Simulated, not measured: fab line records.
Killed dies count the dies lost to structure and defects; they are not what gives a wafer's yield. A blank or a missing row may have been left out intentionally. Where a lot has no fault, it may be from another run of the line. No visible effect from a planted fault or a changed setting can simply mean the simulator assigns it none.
The tool behind it: which one?	flow n5-finfet	Sampling: 22 lots, 66 wafers, 6 of 1938 route steps

== WHAT EACH GAUGE READ, for each wafer ==
N5_BEOL_M13_THK_MEAS_50: measures by xrf. Usual: M13_THK typically reads 436 nm, with standard deviation 7.7.
lot	measured	on	M13_THK (nm)	flag
L074	day 11 11:58	film-metro-02	434 448 440	
L077	day 11 12:02	film-metro-01	434 439 437	
L075	day 11 11:42	film-metro-02	439 428 437	
L076	day 11 22:12	film-metro-01	444 435 429	
L079	day 12 10:44	film-metro-01	437 440 428	
L078	day 12 11:29	film-metro-01	420 423 434	
L080	day 12 17:36	film-metro-01	433 442 430	
L081	day 14 23:34	film-metro-02	436 439 437	
L082	day 13 16:44	film-metro-02	433 439 440	
L083	day 13 20:10	film-metro-01	423 424 437	
L084	day 13 19:52	film-metro-02	441 449 436	
L085	day 14 08:37	film-metro-02	444 441 431	
L089	day 14 22:53	film-metro-01	432 438 435	
L088	day 15 03:45	film-metro-02	451 430 430	
L087	day 15 04:10	film-metro-02	433 431 454	
L090	day 15 14:50	film-metro-02	439 451 450	
L092	day 16 00:28	film-metro-01	435 431 439	
L094	day 16 06:08	film-metro-01	447 441 444	
L095	day 16 17:29	film-metro-02	436 450 440	
L097	day 16 18:22	film-metro-01	443 446 425	
L096	day 16 23:02	film-metro-01	434 430 442	
L091	day 17 16:07	film-metro-01	436 441 439	

== EACH LOT AND THE TOOL THAT RAN IT (in order: tool; ch and the chambers of the sampled wafers; start) ==
lot	N5_BEOL_M12_STRIP_37	N5_BEOL_M12_SPUTTER_45	N5_BEOL_M12_CMP_49	N5_BEOL_M13_VIA_ETCH_16	N5_BEOL_M13_ETCH_38
L074	plasma-asher-02 ch 0,1, day 10 21:22	pvd-sputter-01, day 11 03:01	cmp-04 ch 0,1,3, day 11 03:34	rie-diel-03 ch 1,2,3, day 11 04:49	rie-diel-05 ch 0,1,3, day 11 09:55
L077	plasma-asher-02 ch 1, day 10 23:31	pvd-sputter-01, day 11 05:16	cmp-01 ch 0,2,3, day 11 05:52	rie-diel-05 ch 0,2,3, day 11 06:56	rie-diel-05 ch 1,2,3, day 11 10:05
L075	plasma-asher-01 ch 0,1, day 10 23:54	pvd-sputter-01, day 11 02:21	cmp-01 ch 0,2,3, day 11 02:59	rie-diel-05 ch 0,2,3, day 11 04:10	rie-diel-06 ch 0,1,3, day 11 09:50
L076	plasma-asher-02 ch 0,1, day 11 13:13	pvd-sputter-01, day 11 15:35	cmp-02 ch 1,2,3, day 11 16:14	rie-diel-03 ch 0,2,3, day 11 17:26	rie-diel-05 ch 0,2,3, day 11 20:21
L079	plasma-asher-02 ch 0,1, day 11 21:39	pvd-sputter-03, day 12 02:43	cmp-02 ch 0,1,3, day 12 03:19	rie-diel-03 ch 1,2,3, day 12 04:31	rie-diel-03 ch 0,2,3, day 12 06:47
L078	plasma-asher-02 ch 0,1, day 11 23:19	pvd-sputter-02, day 12 05:14	cmp-01 ch 0,1, day 12 05:47	rie-diel-06 ch 0,2,3, day 12 07:02	rie-diel-05 ch 0,1,2, day 12 09:56
L080	plasma-asher-01 ch 0,1, day 12 09:34	pvd-sputter-03, day 12 10:44	cmp-01 ch 1,2,3, day 12 11:28	rie-diel-06 ch 0,3, day 12 13:07	rie-diel-05 ch 0,3, day 12 16:01
L081	plasma-asher-02 ch 0,1, day 12 16:04	pvd-sputter-02, day 12 16:53	cmp-02 ch 0,1,2, day 12 17:41	rie-diel-06 ch 0,1,3, day 12 20:37	rie-diel-03 ch 0,2,3, day 14 22:03
L082	plasma-asher-02 ch 0,1, day 13 07:41	pvd-sputter-03, day 13 09:35	cmp-04 ch 1,3, day 13 10:11	rie-diel-06 ch 1,3, day 13 11:23	rie-diel-03 ch 0,1,3, day 13 15:16
L083	plasma-asher-01 ch 0,1, day 13 10:29	pvd-sputter-02, day 13 12:53	cmp-02 ch 1,2, day 13 13:26	rie-diel-06 ch 0,1, day 13 15:01	rie-diel-03 ch 1,3, day 13 18:24
L084	plasma-asher-01 ch 0,1, day 13 11:35	pvd-sputter-03, day 13 12:53	cmp-04 ch 2,3, day 13 13:29	rie-diel-06 ch 1,2, day 13 14:43	rie-diel-06 ch 0,3, day 13 18:21
L085	plasma-asher-01 ch 0,1, day 14 00:53	pvd-sputter-03, day 14 03:23	cmp-01 ch 0,2,3, day 14 03:58	rie-diel-03 ch 0,1, day 14 05:04	rie-diel-06 ch 0,2,3, day 14 06:50
L089	plasma-asher-01 ch 0,1, day 14 10:14	pvd-sputter-01, day 14 11:32	cmp-02 ch 0,2,3, day 14 12:16	rie-diel-03 ch 0,1,3, day 14 13:32	rie-diel-06 ch 1,2,3, day 14 21:25
L088	plasma-asher-01 ch 0,1, day 14 13:59	pvd-sputter-02, day 14 14:47	cmp-01 ch 0,2, day 14 15:21	rie-diel-06 ch 0,1, day 14 16:59	rie-diel-06 ch 0,2,3, day 15 01:59
L087	plasma-asher-02 ch 0,1, day 14 17:17	pvd-sputter-03, day 14 18:26	cmp-02 ch 1,2,3, day 14 19:07	rie-diel-06 ch 0,1,3, day 14 20:36	rie-diel-06 ch 0,1,3, day 15 02:35
L090	plasma-asher-02 ch 1, day 15 07:58	pvd-sputter-01, day 15 09:34	cmp-04 ch 2,3, day 15 10:18	rie-diel-03 ch 0,1, day 15 11:29	rie-diel-03 ch 0,3, day 15 13:19
L092	plasma-asher-02 ch 0,1, day 15 14:59	pvd-sputter-03, day 15 19:27	cmp-02 ch 0,1, day 15 20:03	rie-diel-03 ch 0,1,3, day 15 21:09	rie-diel-05 ch 1,2, day 15 23:01
L094	plasma-asher-02 ch 0, day 15 22:43	pvd-sputter-03, day 15 23:47	cmp-01 ch 1,2, day 16 00:21	rie-diel-03 ch 1,2,3, day 16 01:38	rie-diel-06 ch 2,3, day 16 04:08
L095	plasma-asher-01 ch 1, day 16 07:47	pvd-sputter-03, day 16 08:47	cmp-04 ch 0,2,3, day 16 09:32	rie-diel-05 ch 0,2,3, day 16 10:34	rie-diel-03 ch 0,1,3, day 16 15:46
L097	plasma-asher-02 ch 0,1, day 16 11:29	pvd-sputter-02, day 16 13:26	cmp-01 ch 1,2,3, day 16 14:07	rie-diel-05 ch 0,1, day 16 15:14	rie-diel-06 ch 0,3, day 16 16:55
L096	plasma-asher-02 ch 0,1, day 16 11:57	pvd-sputter-02, day 16 14:07	cmp-01 ch 0,2,3, day 16 14:49	rie-diel-03 ch 1,2,3, day 16 15:59	rie-diel-03 ch 0,2, day 16 20:55
L091	plasma-asher-02 ch 0,1, day 17 06:16	pvd-sputter-02, day 17 09:53	cmp-04 ch 1,2, day 17 10:27	rie-diel-05 ch 0,1,2, day 17 11:43	rie-diel-05 ch 0,1,2, day 17 14:13
- N5_BEOL_M12_STRIP_37: strips in N2/H2.
- N5_BEOL_M12_SPUTTER_45: material Cu, target thk 80 nm, time 13.33 s.
- N5_BEOL_M12_CMP_49: polishes, stops on SiOC, t overpolish 20.6 s, target thk 320 nm.
- N5_BEOL_M13_VIA_ETCH_16: etches SiOC in C4F8/O2/Ar, target depth 921.7 nm.
- N5_BEOL_M13_ETCH_38: etches SiCN in CF4/N2, target depth 67.5 nm, time 71.9 s.

== AS READ BY THE TOOLS THEMSELVES (means over the sampled wafers that have a number; for cases with no such wafer, the mark the record gives instead) ==
N5_BEOL_M12_STRIP_37. Usual: drypump-motor-current-A 5.27 A, standard deviation 0.27; h2-flow-sccm 3251 sccm, standard deviation 9.8; heater-power-w 357 W, standard deviation 15; oes-product-au 0.790 a.u., standard deviation 0.0096.
lot	tool	drypump-motor-current-A (A)	h2-flow-sccm (sccm)	heater-power-w (W)	oes-product-au (a.u.)	flag
L074	plasma-asher-02	5.04	3254	356	0.801	
L077	plasma-asher-02	5.16	3241	373	0.776	
L075	plasma-asher-01	5.53	3246	344	0.792	
L076	plasma-asher-02	5.10	3254	364	0.798	
L079	plasma-asher-02	5.03	3252	352	0.780	
L078	plasma-asher-02	5.03	3248	362	0.788	
L080	plasma-asher-01	5.60	3257	350	0.787	
L081	plasma-asher-02	5.09	3242	365	0.789	
L082	plasma-asher-02	5.09	3254	364	0.784	
L083	plasma-asher-01	5.61	3253	352	0.790	
L084	plasma-asher-01	5.59	3254	354	0.789	
L085	plasma-asher-01	5.58	3262	354	0.784	
L089	plasma-asher-01	5.53	3254	346	0.799	
L088	plasma-asher-01	5.54	3251	345	0.794	
L087	plasma-asher-02	5.04	3259	355	0.790	
L090	plasma-asher-02	5.15	3245	372	0.792	
L092	plasma-asher-02	5.06	3258	357	0.786	
L094	plasma-asher-02	4.98	3251	342	0.790	
L095	plasma-asher-01	5.67	3250	367	0.798	
L097	plasma-asher-02	5.10	3243	365	0.786	
L096	plasma-asher-02	5.02	3265	365	0.788	
L091	plasma-asher-02	5.02	3258	355	0.787	

N5_BEOL_M12_SPUTTER_45. Usual: bias-v 60.1 V, standard deviation 0.58; cathode-dc-power-W 26001 W, standard deviation 4.9; chuck-gas-flow-sccm 1.26 sccm, standard deviation 0.05; substrate-temp-c -19.99 C, standard deviation 0.11; throttle-valve-pct 29.9 %, standard deviation 0.92.
lot	tool	bias-v (V)	cathode-dc-power-W (W)	chuck-gas-flow-sccm (sccm)	substrate-temp-c (C)	throttle-valve-pct (%)	flag
L074	pvd-sputter-01	59.9	26002	1.22	-20.05	30.8	
L077	pvd-sputter-01	60.1	25996	1.21	-20.06	29.7	
L075	pvd-sputter-01	60.2	26006	1.24	-20.04	30.8	
L076	pvd-sputter-01	59.9	26005	1.28	-19.98	30.0	
L079	pvd-sputter-03	61.0	25994	1.28	-19.99	29.6	
L078	pvd-sputter-02	60.4	25999	1.26	-19.98	29.5	
L080	pvd-sputter-03	60.6	26002	1.26	-19.96	30.0	
L081	pvd-sputter-02	60.5	26003	1.24	-19.94	29.7	
L082	pvd-sputter-03	60.0	25999	1.29	-20.10	29.6	
L083	pvd-sputter-02	60.0	26000	1.25	-20.04	29.3	
L084	pvd-sputter-03	59.9	25997	1.22	-19.94	30.2	
L085	pvd-sputter-03	59.9	26002	1.25	-19.96	30.1	
L089	pvd-sputter-01	60.0	25999	1.27	-20.06	30.5	
L088	pvd-sputter-02	60.4	25999	1.26	-20.00	29.5	
L087	pvd-sputter-03	60.0	26000	1.27	-20.12	29.6	
L090	pvd-sputter-01	60.1	26004	1.27	-19.95	31.2	
L092	pvd-sputter-03	59.7	26005	1.25	-20.03	30.3	
L094	pvd-sputter-03	60.5	25995	1.27	-20.13	29.6	
L095	pvd-sputter-03	59.9	25998	1.27	-19.87	30.3	
L097	pvd-sputter-02	60.2	26003	1.30	-19.92	29.2	
L096	pvd-sputter-02	59.9	25999	1.29	-19.91	29.5	
L091	pvd-sputter-02	60.1	26002	1.26	-20.10	29.4	

N5_BEOL_M12_CMP_49. Usual: barrier-field-endpoint-s 30.6 s, standard deviation 0.72; motor-current-A 6.2 A, standard deviation 0.73; overpolish-run-s 20.600 s, standard deviation 0.0092; slurry-flow-ml-min 150.0, standard deviation 0.49.
lot	tool	barrier-field-endpoint-s (s)	motor-current-A (A)	overpolish-run-s (s)	slurry-flow-ml-min	flag
L074	cmp-04	31.2	5.9	20.607	150.5	
L077	cmp-01	30.0	6.8	20.596	150.3	
L075	cmp-01	30.8	6.3	20.599	149.6	
L076	cmp-02	31.5	6.5	20.602	149.9	
L079	cmp-02	30.4	6.4	20.602	149.9	
L078	cmp-01	29.9	5.7	20.597	150.6	
L080	cmp-01	31.2	6.1	20.595	149.8	
L081	cmp-02	29.5	6.4	20.607	149.9	
L082	cmp-04	30.7	5.4	20.599	149.5	
L083	cmp-02	30.6	6.4	20.596	150.5	
L084	cmp-04	30.0	6.1	20.603	149.8	
L085	cmp-01	30.4	6.4	20.599	149.3	
L089	cmp-02	29.9	5.8	20.600	149.7	
L088	cmp-01	31.2	7.1	20.601	149.1	
L087	cmp-02	30.2	6.3	20.601	150.0	
L090	cmp-04	31.3	6.5	20.604	149.7	
L092	cmp-02	30.4	6.5	20.600	150.1	
L094	cmp-01	30.3	6.6	20.599	150.0	
L095	cmp-04	30.1	6.4	20.595	150.3	
L097	cmp-01	30.6	6.2	20.605	150.6	
L096	cmp-01	31.3	6.5	20.591	150.1	
L091	cmp-04	29.8	6.1	20.593	149.6	

N5_BEOL_M13_VIA_ETCH_16. Usual: drypump-motor-current-A 5.8 A, standard deviation 0.42; oes-product-au 0.72 a.u., standard deviation 0.079; rf-vpp-V 666 V, standard deviation 3; showerhead-plenum-p-Torr 3.45 Torr, standard deviation 0.1; throttle-valve-pct 24.35 %, standard deviation 0.16.
lot	tool	drypump-motor-current-A (A)	oes-product-au (a.u.)	rf-vpp-V (V)	showerhead-plenum-p-Torr (Torr)	throttle-valve-pct (%)	flag
L074	rie-diel-03	6.0	0.64	665	3.44	24.37	
L077	rie-diel-05	5.7	0.78	668	3.51	24.22	
L075	rie-diel-05	5.7	0.78	668	3.51	24.21	
L076	rie-diel-03	5.9	0.66	666	3.45	24.37	
L079	rie-diel-03	6.0	0.64	666	3.44	24.37	
L078	rie-diel-06	5.7	0.80	667	3.48	24.32	
L080	rie-diel-06	5.8	0.79	666	3.43	24.41	
L081	rie-diel-06	6.0	0.73	666	3.44	24.47	
L082	rie-diel-06	6.1	0.70	664	3.39	24.47	
L083	rie-diel-06	6.0	0.76	667	3.49	24.51	
L084	rie-diel-06	6.1	0.72	669	3.56	24.49	
L085	rie-diel-03	6.0	0.65	665	3.43	24.40	
L089	rie-diel-03	5.9	0.65	665	3.41	24.39	
L088	rie-diel-06	6.0	0.74	666	3.48	24.52	
L087	rie-diel-06	6.0	0.71	665	3.43	24.50	
L090	rie-diel-03	6.0	0.67	665	3.43	24.41	
L092	rie-diel-03	5.9	0.64	665	3.41	24.41	
L094	rie-diel-03	6.0	0.70	666	3.42	24.33	
L095	rie-diel-05	5.6	0.75	667	3.50	24.25	
L097	rie-diel-05	5.9	0.67	664	3.35	24.12	
L096	rie-diel-03	6.0	0.69	665	3.42	24.33	
L091	rie-diel-05	5.8	0.70	665	3.38	24.25	

N5_BEOL_M13_ETCH_38. Usual: drypump-motor-current-A 5.8 A, standard deviation 0.49; oes-product-au 0.79 a.u., standard deviation 0.078; rf-vpp-V 382.6 V, standard deviation 2; showerhead-plenum-p-Torr 2.23 Torr, standard deviation 0.076; throttle-valve-pct 15.53 %, standard deviation 0.17.
lot	tool	drypump-motor-current-A (A)	oes-product-au (a.u.)	rf-vpp-V (V)	showerhead-plenum-p-Torr (Torr)	throttle-valve-pct (%)	flag
L074	rie-diel-05	5.8	0.82	383.8	2.25	15.35	
L077	rie-diel-05	5.2	0.84	382.6	2.20	15.43	
L075	rie-diel-06	6.0	0.82	382.4	2.23	15.65	
L076	rie-diel-05	5.6	0.85	383.8	2.27	15.39	
L079	rie-diel-03	5.9	0.73	382.1	2.23	15.66	
L078	rie-diel-05	5.8	0.79	382.5	2.19	15.43	
L080	rie-diel-05	6.2	0.83	384.7	2.32	15.34	
L081	rie-diel-03	5.9	0.80	383.1	2.22	15.54	
L082	rie-diel-03	5.9	0.73	382.3	2.20	15.59	
L083	rie-diel-03	5.9	0.71	380.9	2.20	15.60	
L084	rie-diel-06	5.8	0.84	382.1	2.21	15.59	
L085	rie-diel-06	5.7	0.85	383.7	2.24	15.49	
L089	rie-diel-06	5.9	0.79	382.9	2.25	15.59	
L088	rie-diel-06	5.7	0.84	382.1	2.24	15.50	
L087	rie-diel-06	6.0	0.78	382.6	2.21	15.71	
L090	rie-diel-03	5.8	0.74	380.9	2.21	15.62	
L092	rie-diel-05	5.1	0.80	380.3	2.13	15.54	
L094	rie-diel-06	5.6	0.83	383.7	2.27	15.40	
L095	rie-diel-03	5.9	0.70	381.8	2.19	15.66	
L097	rie-diel-06	5.8	0.81	382.3	2.20	15.64	
L096	rie-diel-03	6.0	0.81	382.4	2.22	15.52	
L091	rie-diel-05	5.8	0.77	380.7	2.18	15.50	

== THE ANSWER, worked out from the rows above alone ==
Rule: lot off if the mean of its wafers having a number is beyond 3 standard deviations from the usual mean. A lot without any number at a reading at which 4 lots or more have one is off too. The other lots that the step has rows for count as sound. After the gauges, taken in route order, come the tools' own readings; for these a lot's mean is taken, as printed above. The first step at which some lot is off is used, and at that step the reading that is off furthest; a lot without a number counts as furthest.
No lot is off at any reading shown: from this, nothing can be told.

== WHAT WAS PUT IN BY THE SIMULATOR ==
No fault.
